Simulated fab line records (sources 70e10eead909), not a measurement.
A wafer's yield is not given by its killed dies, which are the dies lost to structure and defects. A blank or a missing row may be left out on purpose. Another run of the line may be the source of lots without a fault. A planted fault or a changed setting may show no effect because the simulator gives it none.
Which tool is to blame? -- flow nandHarc -- 12 lots with 36 wafers sampled at 6 steps, on a route of 1302 steps

## WHAT THE GAUGES SHOWED, per wafer
NHARC_P_M2_CD_MEAS_09 targets a cd of 170 nm. Usual: 170.2 nm for cdNm, sd 0.59.
lot,measured,on,cdNm (nm),flag
L514,day 6 14:18,cdSem-03,170.4 170.3 169.7,
L517,day 7 16:45,cdSem-01,170.6 170.0 170.0,
L519,day 8 06:01,cdSem-01,170.6 170.3 171.5,
L520,day 9 05:35,cdSem-03,169.9 169.9 169.7,
L522,day 9 17:14,cdSem-01,170.9 169.3 171.8,
L523,day 10 06:37,cdSem-02,170.2 169.7 169.3,
L524,day 10 21:49,cdSem-02,170.4 170.5 171.0,
L525,day 11 04:25,cdSem-01,169.7 169.9 169.9,
L526,day 11 17:43,cdSem-02,169.4 171.0 169.8,
L528,day 12 15:06,cdSem-03,170.1 169.5 170.0,
L527,day 12 16:05,cdSem-02,174.2 174.7 174.7,OFF
L530,day 13 10:07,cdSem-01,174.1 174.3 174.2,OFF

NHARC_P_M2_OVL_MEAS_10: pitch 340 nm. Usual: overlayXNm 0.0 nm, standard deviation 0.71; overlayYNm 0.0 nm, standard deviation 0.84.
lot,measured,on,overlayXNm (nm),overlayYNm (nm),flag
L514,day 6 14:23,overlay-01,0.4 -0.4 -0.5,-1.0 -0.8 -0.9,
L517,day 7 16:50,overlay-01,-0.6 -0.2 -0.9,-0.8 -0.7 -0.1,
L519,day 8 06:07,overlay-02,0.0 -0.1 -0.2,0.2 -0.1 0.1,
L520,day 9 05:40,overlay-02,1.4 1.8 1.4,-0.4 -0.4 -0.1,
L522,day 9 17:19,overlay-01,-0.4 0.0 -0.3,1.0 0.8 0.3,
L523,day 10 06:42,overlay-02,-0.2 0.0 0.5,0.1 0.6 0.5,
L524,day 10 21:54,overlay-01,-0.3 -0.3 -1.3,1.2 0.7 0.6,
L525,day 11 04:30,overlay-01,-0.1 0.0 0.1,-1.1 -0.9 -1.0,
L526,day 11 17:48,overlay-02,0.1 -0.1 -0.4,-0.8 -0.7 -0.8,
L528,day 12 15:11,overlay-01,1.0 1.0 1.5,-0.7 -0.8 -0.6,
L527,day 12 16:10,overlay-02,-0.3 -0.7 -1.0,-0.5 -0.9 -0.2,
L530,day 13 10:13,overlay-02,0.3 0.5 0.0,1.9 1.8 1.5,

NHARC_END_SORT_01. Usual: value, then standard deviation, for each; defectLimitedYield 91.2 % / 2.6; killedAtArray 55 / 17; killedAtOther 1.1 / 1.6; killedAtPeriphery 3.8 / 2.5; killedDies 60 / 18; killedOpen 3.3 / 1.9; killedShort 2.5 / 1.7.
lot,measured,on,defectLimitedYield (%),killedAtArray,killedAtOther,killedAtPeriphery,killedDies,killedOpen,killedShort,flag
L527,day 30 21:08,prober-02,90.8,58,0,4,62,0,2,

## TOOL THAT RAN EACH LOT (tool first, then ch and the chambers of the sampled wafers, then the start)
lot,NHARC_P_M1_STRIP_18,NHARC_P_M2_PEB_07,NHARC_P_M2_ETCH_28
L514,"rieDiel-01 ch 0,2, day 6 10:31","lithoTrack-04 ch 0, day 6 14:13","rieDiel-12 ch 0,1,2, no start"
L517,"rieDiel-01 ch 1,2,3, day 7 13:03","lithoTrack-04 ch 0, day 7 16:40","rieDiel-04 ch 1,2,3, no start"
L519,"rieDiel-02 ch 1,3, day 8 02:25","lithoTrack-04 ch 0, day 8 05:56","rieDiel-12 ch 0,1, no start"
L520,"rieDiel-02 ch 0,3, day 9 02:01","lithoTrack-01 ch 0, day 9 05:30","rieDiel-12 ch 1,2,3, no start"
L522,"rieDiel-02 ch 1,2, day 9 13:39","lithoTrack-06 ch 0, day 9 17:10","rieDiel-04 ch 1,2, no start"
L523,"rieDiel-01 ch 1,2,3, day 10 03:03","lithoTrack-01 ch 0, day 10 06:32","rieDiel-04 ch 1,2,3, no start"
L524,"rieDiel-01 ch 1,2,3, day 10 18:17","lithoTrack-06 ch 0, day 10 21:44","rieDiel-03 ch 1,2,3, no start"
L525,"rieDiel-02 ch 1,2,3, day 11 00:47","lithoTrack-01 ch 0, day 11 04:20","rieDiel-04 ch 0,1, no start"
L526,"rieDiel-13 ch 1,3, day 11 14:08","lithoTrack-01 ch 0, day 11 17:38","rieDiel-12 ch 2,3, no start"
L528,"rieDiel-02 ch 0,1, day 12 11:23","lithoTrack-01 ch 0, day 12 15:01","rieDiel-03 ch 2,3, no start"
L527,"rieDiel-13 ch 0,1,2, day 12 12:27","lithoTrack-01 ch 0, day 12 16:00","rieDiel-04 ch 0,1,2, day 30 21:08 or earlier"
L530,"rieDiel-01 ch 0,2,3, day 13 06:36","lithoTrack-01 ch 0, day 13 10:02","rieDiel-12 ch 0,1,2, no start"
- NHARC_P_M1_STRIP_18: strips in N2/H2.
- NHARC_P_M2_PEB_07: peb time 65 s.
- NHARC_P_M2_ETCH_28: etches the open film in CF4/N2, target depth 30 nm, time 72.99 s.

## AS READ BY THE TOOLS THEMSELVES (means over the sampled wafers that have a number; for cases with no such wafer, the mark the record gives instead)
NHARC_P_M1_STRIP_18. Usual: drypumpMotorCurrentA 5.7 A, standard deviation 0.47; oesProductAu 1.003 a.u., standard deviation 0.0099; rfVppV 90.6 V, standard deviation 1.1; showerheadPlenumPTorr 2.04 Torr, standard deviation 0.12; throttleValvePct 14.169 %, standard deviation 0.0092.
lot,tool,drypumpMotorCurrentA (A),oesProductAu (a.u.),rfVppV (V),showerheadPlenumPTorr (Torr),throttleValvePct (%),flag
L514,rieDiel-01,5.8,1.015,91.7,2.18,14.178,
L517,rieDiel-01,5.8,1.003,90.9,2.10,14.164,
L519,rieDiel-02,5.4,1.005,91.0,2.16,14.172,
L520,rieDiel-02,5.9,0.998,89.4,2.00,14.159,
L522,rieDiel-02,5.6,1.000,91.0,2.06,14.165,
L523,rieDiel-01,5.8,1.008,91.4,2.09,14.164,
L524,rieDiel-01,5.9,1.007,91.1,2.09,14.180,
L525,rieDiel-02,5.5,1.006,90.8,2.08,14.172,
L526,rieDiel-13,6.4,1.003,90.2,1.97,14.169,
L528,rieDiel-02,5.7,1.006,90.8,2.04,14.164,
L527,rieDiel-13,5.9,1.004,91.2,1.95,14.162,
L530,rieDiel-01,5.7,0.999,89.8,2.07,14.174,

NHARC_P_M2_PEB_07. Usual: 23.02 C for chillPlateTempC, sd 0.12.
lot,tool,chillPlateTempC (C),flag
L514,lithoTrack-04,22.96,
L517,lithoTrack-04,23.19,
L519,lithoTrack-04,23.18,
L520,lithoTrack-01,23.09,
L522,lithoTrack-06,23.03,
L523,lithoTrack-01,22.93,
L524,lithoTrack-06,23.08,
L525,lithoTrack-01,23.08,
L526,lithoTrack-01,22.96,
L528,lithoTrack-01,23.09,
L527,lithoTrack-01,23.04,
L530,lithoTrack-01,23.05,

NHARC_P_M2_ETCH_28. Usual: drypumpMotorCurrentA 5.8 A, standard deviation 0.41; oesProductAu 0.997 a.u., standard deviation 0.011; rfVppV 314.3 V, standard deviation 2.3; showerheadPlenumPTorr 2.64 Torr, standard deviation 0.13; throttleValvePct 19.794 %, standard deviation 0.01.
lot,tool,drypumpMotorCurrentA (A),oesProductAu (a.u.),rfVppV (V),showerheadPlenumPTorr (Torr),throttleValvePct (%),flag
L514,rieDiel-12,5.9,0.989,312.2,2.55,19.785,
L517,rieDiel-04,5.9,0.991,316.3,2.77,19.787,
L519,rieDiel-12,6.1,1.001,311.6,2.49,19.787,
L520,rieDiel-12,5.9,0.991,312.3,2.53,19.789,
L522,rieDiel-04,5.5,0.992,316.1,2.77,19.800,
L523,rieDiel-04,5.9,0.993,316.5,2.77,19.795,
L524,rieDiel-03,5.7,0.994,314.5,2.66,19.787,
L525,rieDiel-04,5.4,1.001,316.0,2.77,19.797,
L526,rieDiel-12,5.7,0.986,312.8,2.51,19.793,
L528,rieDiel-03,5.2,0.998,313.6,2.64,19.791,
L527,rieDiel-04,5.5,0.990,315.7,2.74,19.803,
L530,rieDiel-12,5.9,0.995,312.4,2.54,19.801,

## THE ANSWER, worked out from the rows above alone
Rule: lot off if the mean of its wafers having a number is beyond 3 standard deviations from the usual mean. A lot without any number at a reading at which 4 lots or more have one is off too. The other lots that the step has rows for count as sound. After the gauges, taken in route order, come the tools' own readings; for these a lot's mean is taken, as printed above. At the first step where some lot is off, the reading lying furthest off is the one used; lots without a number count as furthest.
Off: L527, L530, at NHARC_P_M2_CD_MEAS_09 (cdNm).
If a tool, at a process step before that reading, ran all the lots that are off and no sound lot after the first of them, it fits. Those tools and the gauges at NHARC_P_M2_CD_MEAS_09 are tried in the same way. One fits: lithoTrack-01 at NHARC_P_M2_PEB_07. A fault onset in the window from L528 (day 12 15:01, its last sound lot) to L527 (day 12 16:00, its first lot off) fits.

## WHAT THE SIMULATOR HAD PUT IN
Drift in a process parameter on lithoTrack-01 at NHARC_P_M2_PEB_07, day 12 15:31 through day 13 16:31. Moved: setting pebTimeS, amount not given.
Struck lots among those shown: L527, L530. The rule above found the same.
